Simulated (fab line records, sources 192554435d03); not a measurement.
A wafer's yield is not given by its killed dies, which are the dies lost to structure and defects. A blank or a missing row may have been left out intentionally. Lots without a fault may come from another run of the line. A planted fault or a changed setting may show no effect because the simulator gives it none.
fab line records	flow n5Finfet
record: lots: 5	wafers: 15	lastDay: 17
route steps=1938 shown BEOL_M3@980
lots that met no fault: taken from a fault-free run of the same line
startH: hours from the record's opening day to when the first of the lot's shown wafers began	waitH: hours from the lot's prior step to this one	" identical to the entry in the row above	L1.1+2: one row covering several wafers at once	- value missing, or start not given	* or withheld: withheld	< > ~ a bound
route shown NAME@n: NAME is a module with steps in the file, n the number in the route of the first one	usual: average and standard deviation across the fault-free wafers	same: alike in all rows	chamber/n: place in a boat	sites: each site's reading	_std_site: the standard deviation of these	_edge_site: the outer-site mean with the inner-site mean subtracted	radiusMm: for every site, how far away it sits from the centre of the wafer	mask NAME#n: copy n	behind: the last tool/chamber to shape the wafer	hold: reason for holding the lot/hours on hold/outcome of the hold	device: the n, p or np transistor that did not switch	end of line: the tests these same wafers got at the end of their route	a step without rows: its recipe alone	killed: at the first sort, the dies lost to defects and structure; wafer yield is something else	map: a wafer's dies, marking killed ones x, the rest . and places with no die _
set.NAME: the setting that was run; set.NAME@STEP: the one run at that earlier step	model.NAME: the simulator's own value behind a step, which no gauge read
lots at some steps of the route; a table a step, a row a wafer
services: from which hour (startH, from the record's first day; less than 0 if before it) a tool's chamber was out of use, for how many hours, and why
== steps ==
step: N5_BEOL_M3_TRENCH_ETCH_37
recipe: chemistry: C4F6/O2	targetDepthA: 555.55	target: SiOC	timeS: 29.2	ionEnergyEv: 250	pressureMtorr: 30	sourceW: 355	biasW: 185	Ar_flow_sccm: 300	C4F6_flow_sccm: 10	O2_flow_sccm: 10
usual: O2_flow_sccm: 9.998/0.028	drypumpMotorCurrentA: 5.8/0.42	oes_o_777_au: 0.80/0.062	oesProductAu: 0.80/0.07	rfVppV: 662/14	showerheadPlenumPTorr: 2.86/0.094	throttleValvePct: 20.83/0.17
lot.wafer	tool	chamber	startH	waitH	O2_flow_sccm	drypumpMotorCurrentA	oes_o_777_au	oesProductAu	rfHoursCounterH	rfVppV	showerheadPlenumPTorr	throttleValvePct
L081.2	rieDiel-01	2	-	-	9.966	5.2	0.81	0.79	112	652	2.77	21.04
L081.4	"	1	"	"	10.002	6.3	0.80	0.82	-	648	2.78	20.62
L081.5	"	2	"	"	9.976	5.2	0.80	0.79	-	653	2.77	21.02
L083.3	rieDiel-04	3	-	-	10.050	5.7	0.93	0.95	6	672	3.02	20.62
L083.4	"	3	"	"	10.038	5.7	0.93	0.95	-	671	3.02	20.62
L083.5	"	2	"	"	9.964	5.6	0.87	0.91	-	679	3.02	20.54
L084.1	rieDiel-05	3	-	-	9.995	6.3	0.74	0.71	233	644	2.90	20.78
L084.4	"	2	"	"	9.976	5.3	0.78	0.79	118	689	2.85	20.98
L084.5	"	1	"	"	10.000	6.1	0.80	0.78	-	659	2.77	21.06
L092.3	rieDiel-01	2	-	-	10.002	5.1	0.78	0.77	132	652	2.76	21.05
L092.4	"	2	"	"	10.010	5.2	0.79	0.77	-	652	2.76	21.06
L092.6	"	1	"	"	10.004	6.3	0.78	0.80	-	647	2.77	20.65
L093.3	rieDiel-04	0	-	-	9.968	5.1	0.76	0.75	184	647	2.84	20.86
L093.4	"	0	"	"	9.950	5.1	0.75	0.74	-	647	2.84	20.86
L093.6	"	1	"	"	9.986	5.9	0.86	0.83	-	666	2.99	20.88
step: N5_BEOL_M3_ETCH_41
recipe: chemistry: CH3F/O2	target: SiCN	targetDepthA: 299	taperDeg: 2	timeS: 52.5	ionEnergyEv: 120	maskMaterial: TiN	pressureMtorr: 30	sourceW: 395	biasW: 75	Ar_flow_sccm: 150	CH3F_flow_sccm: 30	O2_flow_sccm: 20
usual: O2_flow_sccm: 19.99/0.054	drypumpMotorCurrentA: 5.8/0.42	oesProductAu: 0.80/0.07	rfVppV: 297.4/1.7	showerheadPlenumPTorr: 2.01/0.07	throttleValvePct: 16.29/0.17
lot.wafer	tool	chamber	startH	waitH	O2_flow_sccm	drypumpMotorCurrentA	oesProductAu	rfHoursCounterH	rfVppV	showerheadPlenumPTorr	throttleValvePct
L081.2	rieDiel-01	2	-	-	20.01	5.2	0.80	112	295.3	1.94	16.46
L081.4	"	1	"	"	19.99	6.3	0.82	-	295.0	1.95	16.06
L081.5	"	2	"	"	20.02	5.2	0.80	-	294.3	1.94	16.43
L083.3	rieDiel-04	3	-	-	19.91	5.7	0.95	6	299.2	2.13	16.05
L083.4	"	3	"	"	19.85	5.7	0.94	-	299.6	2.13	16.05
L083.5	"	2	"	"	19.98	5.5	0.91	-	299.7	2.13	15.96
L084.1	rieDiel-05	3	-	-	19.99	6.2	0.71	233	298.6	2.04	16.34
L084.4	"	2	"	"	20.05	5.3	0.78	118	296.4	2.00	16.47
L084.5	"	1	"	"	20.04	6.1	0.77	-	295.9	1.94	16.45
L092.3	rieDiel-01	2	-	-	20.02	5.2	0.78	132	294.5	1.94	16.46
L092.4	"	2	"	"	19.99	5.2	0.78	-	296.7	1.94	16.48
L092.6	"	1	"	"	19.97	6.3	0.80	-	295.9	1.94	16.09
L093.3	rieDiel-04	0	-	-	20.03	5.1	0.74	184	299.0	1.99	16.33
L093.4	"	0	"	"	20.05	5.1	0.74	-	297.9	1.99	16.33
L093.6	"	1	"	"	19.97	5.8	0.83	-	300.2	2.10	16.29
step: N5_BEOL_M3_STRIP_97
recipe: chemistry: N2/H2	timeS: 10	powerW: 450	tempC: 40	pressureMtorr: 20	rfFrequencyHz: 6e+07	biasPowerW: 7	n2FlowSccm: 200	h2FlowSccm: 200
usual: drypumpMotorCurrentA: 5.8/0.42	oesProductAu: 0.81/0.072	rfVppV: 59.1/0.94	showerheadPlenumPTorr: 2.54/0.096	throttleValvePct: 23.57/0.26
lot.wafer	tool	chamber	startH	waitH	drypumpMotorCurrentA	oesProductAu	rfHoursCounterH	rfVppV	showerheadPlenumPTorr	throttleValvePct
L081.2	rieDiel-01	2	-	-	5.1	0.80	112	58.6	2.45	23.75
L081.4	"	1	"	"	6.3	0.84	-	57.8	2.47	23.62
L081.5	"	2	"	"	5.1	0.79	-	56.7	2.44	23.74
L083.3	rieDiel-04	3	-	-	5.7	0.95	6	60.2	2.69	23.33
L083.4	"	3	"	"	5.7	0.94	-	58.3	2.69	23.34
L083.5	"	2	"	"	5.6	0.90	-	58.8	2.69	23.03
L084.1	rieDiel-05	3	-	-	6.3	0.71	233	60.6	2.61	23.68
L084.4	"	2	"	"	5.3	0.79	118	59.7	2.57	23.94
L084.5	"	1	"	"	6.2	0.78	-	58.4	2.44	23.62
L092.3	rieDiel-01	2	-	-	5.2	0.77	132	58.2	2.44	23.77
L092.4	"	2	"	"	5.2	0.78	-	59.8	2.44	23.77
L092.6	"	1	"	"	6.3	0.82	-	57.4	2.46	23.66
L093.3	rieDiel-04	0	-	-	5.1	0.75	184	58.7	2.50	23.34
L093.4	"	0	"	"	5.1	0.74	-	59.8	2.50	23.35
L093.6	"	1	"	"	5.8	0.82	-	58.7	2.68	23.76
step: N5_BEOL_M3_OCD_MEAS_38
usual: trenchDepthNm: 55.7/0.93
lot.wafer	tool	chamber	startH	waitH	trenchDepthNm
L081.2	ocd-02	-	205.99	-	55.0
L081.4	"	-	"	"	55.5
L081.5	"	-	"	"	55.3
L083.3	ocd-02	-	206.74	-	57.7
L083.4	"	-	"	"	57.2
L083.5	"	-	"	"	57.1
L084.1	ocd-01	-	213.20	-	55.8
L084.4	"	-	"	"	56.4
L084.5	"	-	"	"	56.2
L092.3	ocd-01	-	255.34	-	55.2
L092.4	"	-	"	"	55.7
L092.6	"	-	"	"	56.1
L093.3	ocd-01	-	267.60	-	56.7
L093.4	"	-	"	"	57.3
L093.6	"	-	"	"	57.0
step: N5_BEOL_M3_HM_STRIP_39
recipe: chemistry: peroxideTinStrip	material: TiN	targetDepthA: 250	tempC: 50	timeS: 158
lot.wafer	tool	chamber	startH	waitH
L081.2+4+5	wetBench-04	3,1,4	206.02	0.0
L083.3+4+5	wetBench-04	5,4,6	206.76	0.0
L084.1+4+5	wetBench-03	2,4,1	213.24	0.0
L092.3+4+6	wetBench-04	2,4,0	255.37	0.0
L093.3+4+6	wetBench-03	7,5,3	267.63	0.0
step: N5_BEOL_M3_SRD_40
recipe: timeS: 30	tempC: 23	rinseLiquid: diw	dry: ipaMarangoni
lot.wafer	tool	chamber	startH	waitH
L081.2+4+5	wetBench-04	3,1,4	206.06	0.0
L083.3+4+5	wetBench-04	5,4,6	206.81	0.0
L084.1+4+5	wetBench-03	2,4,1	213.28	0.0
L092.3+4+6	wetBench-04	2,4,0	255.42	0.0
L093.3+4+6	wetBench-03	7,5,3	267.68	0.0
step: N5_BEOL_M3_PRECLEAN_42
recipe: chemistry: residueRemover	timeS: 60	tempC: 40
lot.wafer	tool	chamber	startH	waitH
L081.2+4+5	wetBench-04	3,1,4	206.08	0.0
L083.3+4+5	wetBench-04	5,4,6	206.83	0.0
L084.1+4+5	wetBench-03	2,4,1	213.30	0.0
L092.3+4+6	wetBench-04	2,4,0	255.43	0.0
L093.3+4+6	wetBench-03	7,5,3	267.69	0.0
step: N5_BEOL_M3_SRD_43
recipe: timeS: 30	tempC: 23	rinseLiquid: diw	dry: ipaMarangoni
lot.wafer	tool	chamber	startH	waitH
L081.2+4+5	wetBench-04	3,1,4	206.10	0.0
L083.3+4+5	wetBench-04	5,4,6	206.84	0.0
L084.1+4+5	wetBench-03	2,4,1	213.32	0.0
L092.3+4+6	wetBench-04	2,4,0	255.45	0.0
L093.3+4+6	wetBench-03	7,5,3	267.71	0.0
step: N5_BEOL_M3_CD_MEAS_35
recipe: targetCdNm: 18	targetCdYNm: 21	polarity: opening
usual: cdNm: 18.1/0.34
lot.wafer	tool	chamber	startH	waitH	cdNm
L081.2	cdSem-03	-	206.14	0.0	17.8
L081.4	"	-	"	"	18.2
L081.5	"	-	"	"	18.2
L083.3	cdSem-02	-	206.89	0.0	18.1
L083.4	"	-	"	"	17.5
L083.5	"	-	"	"	18.0
L084.1	cdSem-03	-	213.36	0.0	17.4
L084.4	"	-	"	"	18.1
L084.5	"	-	"	"	18.2
L092.3	cdSem-03	-	255.49	0.0	17.8
L092.4	"	-	"	"	18.7
L092.6	"	-	"	"	18.3
L093.3	cdSem-01	-	267.75	0.0	18.3
L093.4	"	-	"	"	17.7
L093.6	"	-	"	"	17.9
step: N5_BEOL_M3_DEGAS_44
recipe: ambient: vacuum	tempC: 250	timeS: 60
usual: heaterPowerW: 322/39	susceptorTempC: 249.97/0.18
lot.wafer	tool	chamber	startH	waitH	heaterPowerW	susceptorTempC
L081.2	pvdSputter-02	-	206.54	0.4	275	249.63
L081.4	"	-	"	"	369	249.82
L081.5	"	-	"	"	347	250.13
L083.3	pvdSputter-03	-	206.93	0.0	278	250.20
L083.4	"	-	"	"	342	249.94
L083.5	"	-	"	"	265	249.67
L084.1	pvdSputter-03	-	213.83	0.5	391	249.92
L084.4	"	-	"	"	273	249.72
L084.5	"	-	"	"	346	250.06
L092.3	pvdSputter-02	-	255.64	0.1	265	249.76
L092.4	"	-	"	"	288	249.95
L092.6	"	-	"	"	293	249.95
L093.3	pvdSputter-03	-	267.96	0.2	343	249.90
L093.4	"	-	"	"	378	249.93
L093.6	"	-	"	"	283	249.90
step: N5_BEOL_M3_PRE_CLEAN_45
recipe: gas: H2/He	timeS: 30	tempC: 250
usual: heaterPowerW: 323/39	susceptorTempC: 250.01/0.18
lot.wafer	tool	chamber	startH	waitH	heaterPowerW	susceptorTempC
L081.2	pvdSputter-02	-	206.58	0.0	270	250.07
L081.4	"	-	"	"	376	250.23
L081.5	"	-	"	"	356	249.90
L083.3	pvdSputter-03	-	206.97	0.0	282	249.57
L083.4	"	-	"	"	336	250.10
L083.5	"	-	"	"	271	249.92
L084.1	pvdSputter-03	-	213.87	0.0	389	249.74
L084.4	"	-	"	"	272	249.78
L084.5	"	-	"	"	343	249.94
L092.3	pvdSputter-02	-	255.68	0.0	275	249.95
L092.4	"	-	"	"	291	250.02
L092.6	"	-	"	"	283	250.08
L093.3	pvdSputter-03	-	268.00	0.0	348	250.05
L093.4	"	-	"	"	390	249.76
L093.6	"	-	"	"	280	250.11
step: N5_BEOL_M3_ALD_84
recipe: material: TaN	targetThkA: *	tempC: 275	aldPrecursorFamily: PDMAT	aldCoReactant: NH3	pressureTorr: 3	carrierFlowSccm: 1500	pulseTimeS: 2	purgeTimeS: 3	coReactantPurgeTimeS: 2	coReactantPulseTimeS: 3	aldCycles: 30	precursorVesselTempC: 75	precursorVesselPressureTorr: 26.25	precursorVesselCarrierSccm: 1000
usual: heaterPowerW: 413/50	precursorVesselPressureTorr: 26.25/0.05	susceptorTempC: 274.98/0.18
lot.wafer	tool	chamber	startH	waitH	heaterPowerW	precursorVesselPressureTorr	sinceWetCleanH	susceptorTempC
L081.2	aldMetal-03	1	206.64	0.0	408	26.23	6023	274.86
L081.4	"	3	"	"	435	26.25	6023	275.08
L081.5	"	1	"	"	410	26.18	-	275.03
L083.3	aldMetal-02	0	207.03	0.0	523	26.25	2947	275.05
L083.4	"	1	"	"	363	26.28	-	274.66
L083.5	"	0	"	"	504	26.20	-	274.97
L084.1	aldMetal-02	3	213.95	0.1	418	26.24	2954	275.14
L084.4	"	0	"	"	501	26.26	2954	275.29
L084.5	"	1	"	"	365	26.23	-	274.74
L092.3	aldMetal-02	1	255.75	0.1	365	26.24	2996	274.86
L092.4	"	0	"	"	512	26.22	2996	274.77
L092.6	"	0	"	"	510	26.23	-	274.84
L093.3	aldMetal-02	0	268.06	0.0	497	26.27	3008	274.89
L093.4	"	3	"	"	422	26.23	3008	275.04
L093.6	"	3	"	"	414	26.29	-	274.90
step: N5_BEOL_M3_SURFACE_TREAT_85
recipe: gas: Ar	timeS: *	ionEnergyEv: *	ionCurrentMaCm2: 0.5	pressureMtorr: *	arFlowSccm: 30
usual: throttleValvePct: *
lot.wafer	tool	chamber	startH	waitH	throttleValvePct
L081.2	pvdSputter-01	-	206.88	0.1	*
L081.4	"	-	"	"	*
L081.5	"	-	"	"	*
L083.3	pvdSputter-01	-	207.38	0.2	*
L083.4	"	-	"	"	*
L083.5	"	-	"	"	*
L084.1	pvdSputter-03	-	214.25	0.2	*
L084.4	"	-	"	"	*
L084.5	"	-	"	"	*
L092.3	pvdSputter-01	-	256.03	0.2	*
L092.4	"	-	"	"	*
L092.6	"	-	"	"	*
L093.3	pvdSputter-01	-	268.32	0.2	*
L093.4	"	-	"	"	*
L093.6	"	-	"	"	*
step: N5_BEOL_M3_CVD_47
recipe: material: Co	targetThkA: 30	tempC: withheld	precursor: CCTBA/H2	pressureTorr: 30	timeS: 223.8
lot.wafer	tool	chamber	startH	waitH	sinceWetCleanH
L081.2	cvdCo-02	0	206.94	0.0	748
L081.4	"	0	"	"	-
L081.5	"	1	"	"	-
L083.3	cvdCo-02	0	207.44	0.0	749
L083.4	"	2	"	"	-
L083.5	"	1	"	"	-
L084.1	cvdCo-02	2	214.47	0.2	296
L084.4	"	2	"	"	-
L084.5	"	1	"	"	-
L092.3	cvdCo-02	0	256.10	0.1	797
L092.4	"	2	"	"	-
L092.6	"	0	"	"	-
L093.3	cvdCo-01	2	268.38	0.0	537
L093.4	"	2	"	"	-
L093.6	"	1	"	"	-
step: N5_BEOL_M3_SPUTTER_48
recipe: material: Cu	targetThkA: 45	tempC: -20	chamberPressurePa: 0.07	powerW: withheld	timeS: 8.29
usual: chuckGasFlowSccm: 1.26/0.054	substrateTempC: -19.99/0.11	susceptorTempC: -19.98/0.11	throttleValvePct: 30.1/0.65
lot.wafer	tool	chamber	startH	waitH	chuckGasFlowSccm	substrateTempC	susceptorTempC	throttleValvePct
L081.2	pvdSputter-02	-	207.18	0.2	1.25	-19.97	-19.96	30.0
L081.4	"	-	"	"	1.28	-20.00	-19.92	30.8
L081.5	"	-	"	"	1.24	-20.14	-19.97	30.5
L083.3	pvdSputter-01	-	207.62	0.1	1.26	-19.87	-19.96	29.7
L083.4	"	-	"	"	1.30	-20.07	-20.12	30.5
L083.5	"	-	"	"	1.27	-19.99	-20.00	30.3
L084.1	pvdSputter-02	-	214.82	0.3	1.26	-20.18	-19.89	30.2
L084.4	"	-	"	"	1.23	-20.15	-19.95	29.2
L084.5	"	-	"	"	1.12	-20.12	-19.96	30.1
L092.3	pvdSputter-02	-	256.26	0.1	1.25	-19.95	-19.71	30.1
L092.4	"	-	"	"	1.33	-20.06	-20.04	29.2
L092.6	"	-	"	"	1.16	-20.18	-20.17	29.3
L093.3	pvdSputter-01	-	268.56	0.1	1.28	-20.02	-19.85	30.7
L093.4	"	-	"	"	1.28	-20.07	-19.91	29.4
L093.6	"	-	"	"	1.23	-19.88	-19.96	29.5
step: N5_BEOL_M3_ANNEAL_49
recipe: tempC: 400	timeS: 240	ambient: vacuum
usual: heaterPowerW: 804/97	susceptorTempC: 400.02/0.2
lot.wafer	tool	chamber	startH	waitH	heaterPowerW	susceptorTempC
L081.2	pvdSputter-02	-	207.26	0.0	675	400.12
L081.4	"	-	"	"	703	399.55
L081.5	"	-	"	"	879	400.11
L083.3	pvdSputter-01	-	207.70	0.0	863	399.88
L083.4	"	-	"	"	781	400.37
L083.5	"	-	"	"	793	400.12
L084.1	pvdSputter-02	-	214.90	0.0	875	400.07
L084.4	"	-	"	"	923	399.99
L084.5	"	-	"	"	906	400.11
L092.3	pvdSputter-02	-	256.34	0.0	892	400.00
L092.4	"	-	"	"	941	400.08
L092.6	"	-	"	"	949	400.12
L093.3	pvdSputter-01	-	268.64	0.0	786	399.96
L093.4	"	-	"	"	825	400.31
L093.6	"	-	"	"	778	400.14
step: N5_BEOL_M3_SPUTTER_79
recipe: material: Cu	targetThkA: 45	tempC: -20	chamberPressurePa: 0.07	powerW: withheld	timeS: 8.29
usual: chuckGasFlowSccm: 1.27/0.059	substrateTempC: -19.98/0.11	susceptorTempC: -19.98/0.11	throttleValvePct: 30.1/0.65
lot.wafer	tool	chamber	startH	waitH	chuckGasFlowSccm	substrateTempC	susceptorTempC	throttleValvePct
L081.2	pvdSputter-02	-	207.40	0.1	1.26	-20.14	-20.02	29.7
L081.4	"	-	"	"	1.22	-19.98	-20.14	30.8
L081.5	"	-	"	"	1.28	-19.92	-20.11	30.3
L083.3	pvdSputter-01	-	207.84	0.1	1.31	-19.95	-19.98	30.0
L083.4	"	-	"	"	1.27	-20.00	-19.93	30.9
L083.5	"	-	"	"	1.40	-19.88	-20.24	30.4
L084.1	pvdSputter-02	-	215.04	0.1	1.25	-20.17	-19.99	30.0
L084.4	"	-	"	"	1.18	-20.15	-20.04	28.7
L084.5	"	-	"	"	1.31	-20.06	-20.07	30.2
L092.3	pvdSputter-02	-	256.48	0.1	1.27	-20.19	-19.95	30.2
L092.4	"	-	"	"	1.28	-20.05	-20.04	29.2
L092.6	"	-	"	"	1.34	-19.88	-20.02	29.3
L093.3	pvdSputter-01	-	268.78	0.1	1.37	-20.17	-20.12	30.4
L093.4	"	-	"	"	1.27	-19.88	-19.89	29.4
L093.6	"	-	"	"	1.34	-19.91	-19.93	29.6
step: N5_BEOL_M3_ANNEAL_80
recipe: tempC: 400	timeS: 240	ambient: vacuum
usual: heaterPowerW: 804/95	susceptorTempC: 400.02/0.22
lot.wafer	tool	chamber	startH	waitH	heaterPowerW	susceptorTempC
L081.2	pvdSputter-02	-	207.48	0.0	675	400.00
L081.4	"	-	"	"	717	399.81
L081.5	"	-	"	"	869	400.00
L083.3	pvdSputter-01	-	207.92	0.0	840	400.29
L083.4	"	-	"	"	804	399.65
L083.5	"	-	"	"	804	400.05
L084.1	pvdSputter-02	-	215.12	0.0	878	400.00
L084.4	"	-	"	"	938	399.73
L084.5	"	-	"	"	879	399.90
L092.3	pvdSputter-02	-	256.56	0.0	874	399.89
L092.4	"	-	"	"	938	400.59
L092.6	"	-	"	"	934	400.10
L093.3	pvdSputter-01	-	268.86	0.0	786	400.36
L093.4	"	-	"	"	833	400.08
L093.6	"	-	"	"	833	400.22
step: N5_BEOL_M3_SPUTTER_81
recipe: material: Cu	targetThkA: 45	tempC: -20	chamberPressurePa: 0.07	powerW: withheld	timeS: 8.29
usual: chuckGasFlowSccm: 1.27/0.056	substrateTempC: -20.01/0.11	susceptorTempC: -20.00/0.097	throttleValvePct: 30.1/0.63
lot.wafer	tool	chamber	startH	waitH	chuckGasFlowSccm	substrateTempC	susceptorTempC	throttleValvePct
L081.2	pvdSputter-02	-	207.62	0.1	1.18	-20.03	-20.05	30.2
L081.4	"	-	"	"	1.31	-19.92	-20.01	30.8
L081.5	"	-	"	"	1.19	-20.09	-19.99	29.8
L083.3	pvdSputter-01	-	208.06	0.1	1.35	-20.06	-19.97	29.9
L083.4	"	-	"	"	1.21	-20.02	-19.91	30.6
L083.5	"	-	"	"	1.30	-19.91	-20.13	30.6
L084.1	pvdSputter-02	-	215.26	0.1	1.20	-20.03	-20.00	30.0
L084.4	"	-	"	"	1.29	-20.17	-19.91	29.2
L084.5	"	-	"	"	1.23	-20.12	-20.02	30.3
L092.3	pvdSputter-02	-	256.70	0.1	1.31	-19.88	-19.86	30.2
L092.4	"	-	"	"	1.28	-19.94	-20.01	29.0
L092.6	"	-	"	"	1.35	-19.86	-20.01	29.4
L093.3	pvdSputter-01	-	269.00	0.1	1.21	-19.85	-20.14	30.4
L093.4	"	-	"	"	1.17	-20.26	-19.89	29.2
L093.6	"	-	"	"	1.33	-20.15	-19.92	29.3
step: N5_BEOL_M3_ANNEAL_82
recipe: tempC: 400	timeS: 240	ambient: vacuum
usual: heaterPowerW: 804/94	susceptorTempC: 399.99/0.22
lot.wafer	tool	chamber	startH	waitH	heaterPowerW	susceptorTempC
L081.2	pvdSputter-02	-	207.70	0.0	675	399.94
L081.4	"	-	"	"	712	399.91
L081.5	"	-	"	"	879	399.81
L083.3	pvdSputter-01	-	208.14	0.0	856	400.36
L083.4	"	-	"	"	788	399.85
L083.5	"	-	"	"	796	399.86
L084.1	pvdSputter-02	-	215.34	0.0	859	399.70
L084.4	"	-	"	"	936	400.08
L084.5	"	-	"	"	870	399.81
L092.3	pvdSputter-02	-	256.78	0.0	876	399.94
L092.4	"	-	"	"	937	399.87
L092.6	"	-	"	"	948	400.20
L093.3	pvdSputter-01	-	269.08	0.0	794	399.77
L093.4	"	-	"	"	806	400.00
L093.6	"	-	"	"	803	400.23
step: N5_BEOL_M3_SPUTTER_86
recipe: material: Cu	targetThkA: 45	tempC: -20	chamberPressurePa: 0.07	powerW: withheld	timeS: 8.29
usual: chuckGasFlowSccm: 1.27/0.059	substrateTempC: -20.00/0.11	susceptorTempC: -19.99/0.089	throttleValvePct: 30.1/0.65
lot.wafer	tool	chamber	startH	waitH	chuckGasFlowSccm	substrateTempC	susceptorTempC	throttleValvePct
L081.2	pvdSputter-02	-	207.84	0.1	1.32	-20.03	-19.96	30.2
L081.4	"	-	"	"	1.27	-20.14	-20.05	31.1
L081.5	"	-	"	"	1.30	-19.88	-19.86	30.1
L083.3	pvdSputter-01	-	208.28	0.1	1.25	-19.91	-20.11	29.8
L083.4	"	-	"	"	1.32	-20.09	-20.16	30.6
L083.5	"	-	"	"	1.17	-20.05	-20.04	30.3
L084.1	pvdSputter-02	-	215.48	0.1	1.25	-19.99	-20.01	30.4
L084.4	"	-	"	"	1.30	-19.96	-19.97	29.0
L084.5	"	-	"	"	1.24	-20.01	-20.04	30.3
L092.3	pvdSputter-02	-	256.92	0.1	1.32	-20.11	-19.94	30.4
L092.4	"	-	"	"	1.25	-20.00	-19.94	29.0
L092.6	"	-	"	"	1.22	-19.93	-19.95	29.1
L093.3	pvdSputter-01	-	269.22	0.1	1.36	-20.03	-20.09	30.4
L093.4	"	-	"	"	1.31	-19.88	-19.93	29.5
L093.6	"	-	"	"	1.32	-19.97	-20.00	29.6
step: N5_BEOL_M3_ANNEAL_87
recipe: tempC: 400	timeS: 240	ambient: vacuum
usual: heaterPowerW: 805/96	susceptorTempC: 400.04/0.22
lot.wafer	tool	chamber	startH	waitH	heaterPowerW	susceptorTempC
L081.2	pvdSputter-02	-	207.92	0.0	684	400.45
L081.4	"	-	"	"	723	400.09
L081.5	"	-	"	"	885	399.96
L083.3	pvdSputter-01	-	208.36	0.0	839	399.51
L083.4	"	-	"	"	794	399.90
L083.5	"	-	"	"	802	400.21
L084.1	pvdSputter-02	-	215.56	0.0	881	399.99
L084.4	"	-	"	"	935	399.97
L084.5	"	-	"	"	890	400.25
L092.3	pvdSputter-02	-	257.00	0.0	865	399.87
L092.4	"	-	"	"	933	399.75
L092.6	"	-	"	"	935	400.04
L093.3	pvdSputter-01	-	269.30	0.0	804	400.11
L093.4	"	-	"	"	789	399.74
L093.6	"	-	"	"	794	400.08
step: N5_BEOL_M3_SPUTTER_88
recipe: material: Cu	targetThkA: 45	tempC: -20	chamberPressurePa: 0.07	powerW: withheld	timeS: 8.29
usual: chuckGasFlowSccm: 1.27/0.049	substrateTempC: -20.00/0.1	susceptorTempC: -20.00/0.1	throttleValvePct: 30.1/0.64
lot.wafer	tool	chamber	startH	waitH	chuckGasFlowSccm	substrateTempC	susceptorTempC	throttleValvePct
L081.2	pvdSputter-02	-	208.06	0.1	1.25	-20.01	-20.07	29.9
L081.4	"	-	"	"	1.21	-19.95	-20.08	31.0
L081.5	"	-	"	"	1.23	-20.14	-19.93	30.2
L083.3	pvdSputter-01	-	208.50	0.1	1.26	-20.10	-20.14	30.0
L083.4	"	-	"	"	1.31	-20.05	-20.10	30.8
L083.5	"	-	"	"	1.32	-20.07	-20.09	30.7
L084.1	pvdSputter-02	-	215.70	0.1	1.32	-20.03	-20.05	30.5
L084.4	"	-	"	"	1.28	-20.09	-20.19	29.1
L084.5	"	-	"	"	1.40	-20.09	-19.89	30.2
L092.3	pvdSputter-02	-	257.14	0.1	1.24	-19.92	-19.97	30.3
L092.4	"	-	"	"	1.30	-20.01	-19.92	29.0
L092.6	"	-	"	"	1.22	-20.10	-20.00	29.2
L093.3	pvdSputter-01	-	269.44	0.1	1.30	-19.77	-20.03	30.1
L093.4	"	-	"	"	1.38	-19.98	-19.89	29.4
L093.6	"	-	"	"	1.35	-19.81	-20.08	29.1
step: N5_BEOL_M3_ANNEAL_89
recipe: tempC: 400	timeS: 240	ambient: vacuum
usual: heaterPowerW: 805/95	susceptorTempC: 400.00/0.22
lot.wafer	tool	chamber	startH	waitH	heaterPowerW	susceptorTempC
L081.2	pvdSputter-02	-	208.14	0.0	671	399.84
L081.4	"	-	"	"	717	400.22
L081.5	"	-	"	"	880	399.89
L083.3	pvdSputter-01	-	208.58	0.0	833	400.14
L083.4	"	-	"	"	770	399.76
L083.5	"	-	"	"	816	399.86
L084.1	pvdSputter-02	-	215.78	0.0	870	399.55
L084.4	"	-	"	"	942	399.84
L084.5	"	-	"	"	867	399.82
L092.3	pvdSputter-02	-	257.22	0.0	893	400.30
L092.4	"	-	"	"	965	399.94
L092.6	"	-	"	"	937	400.31
L093.3	pvdSputter-01	-	269.52	0.0	801	399.86
L093.4	"	-	"	"	809	399.98
L093.6	"	-	"	"	812	400.26
step: N5_BEOL_M3_SPUTTER_90
recipe: material: Cu	targetThkA: 45	tempC: -20	chamberPressurePa: 0.07	powerW: withheld	timeS: 8.29
usual: chuckGasFlowSccm: 1.28/0.052	substrateTempC: -19.99/0.099	susceptorTempC: -20.01/0.1	throttleValvePct: 30.1/0.62
lot.wafer	tool	chamber	startH	waitH	chuckGasFlowSccm	substrateTempC	susceptorTempC	throttleValvePct
L081.2	pvdSputter-02	-	208.28	0.1	1.32	-20.03	-20.18	29.8
L081.4	"	-	"	"	1.35	-19.93	-19.85	31.0
L081.5	"	-	"	"	1.31	-19.83	-19.97	30.2
L083.3	pvdSputter-01	-	208.72	0.1	1.31	-19.89	-19.74	30.0
L083.4	"	-	"	"	1.26	-19.90	-20.10	30.6
L083.5	"	-	"	"	1.29	-19.95	-20.15	30.8
L084.1	pvdSputter-02	-	215.92	0.1	1.28	-20.05	-19.94	30.1
L084.4	"	-	"	"	1.22	-20.13	-20.14	28.8
L084.5	"	-	"	"	1.27	-20.05	-20.13	30.4
L092.3	pvdSputter-02	-	257.36	0.1	1.28	-20.18	-19.91	30.0
L092.4	"	-	"	"	1.29	-20.01	-20.01	29.1
L092.6	"	-	"	"	1.31	-19.93	-19.95	29.2
L093.3	pvdSputter-01	-	269.66	0.1	1.36	-20.02	-20.01	30.5
L093.4	"	-	"	"	1.26	-19.78	-19.91	29.7
L093.6	"	-	"	"	1.43	-19.90	-19.95	29.2
step: N5_BEOL_M3_ANNEAL_91
recipe: tempC: 400	timeS: 240	ambient: vacuum
usual: heaterPowerW: 806/96	susceptorTempC: 399.97/0.22
lot.wafer	tool	chamber	startH	waitH	heaterPowerW	susceptorTempC
L081.2	pvdSputter-02	-	208.36	0.0	680	400.36
L081.4	"	-	"	"	721	399.84
L081.5	"	-	"	"	892	400.20
L083.3	pvdSputter-01	-	208.80	0.0	845	399.90
L083.4	"	-	"	"	820	400.18
L083.5	"	-	"	"	791	400.29
L084.1	pvdSputter-02	-	216.00	0.0	896	399.62
L084.4	"	-	"	"	939	400.35
L084.5	"	-	"	"	885	400.11
L092.3	pvdSputter-02	-	257.44	0.0	872	399.98
L092.4	"	-	"	"	939	399.92
L092.6	"	-	"	"	952	399.94
L093.3	pvdSputter-01	-	269.74	0.0	789	399.75
L093.4	"	-	"	"	781	399.89
L093.6	"	-	"	"	802	400.28
== services ==
tool	chamber	startH	hours	kind
cvdCo-01	1	199.28	-	clean
cvdCo-01	1	199.28	22.0	scheduledDown
cvdCo-01	1	199.28	22.0	ventCycle
rieDiel-04	0	202.29	6.5	repair
rieDiel-05	2	205.97	1.6	repair
rieDiel-05	-	216.89	0.8	repair
wetBench-04	-	227.34	4.4	pm
rieDiel-04	2	233.69	4.1	repair
rieDiel-04	2	252.40	19.3	repair
== key ==
fault none
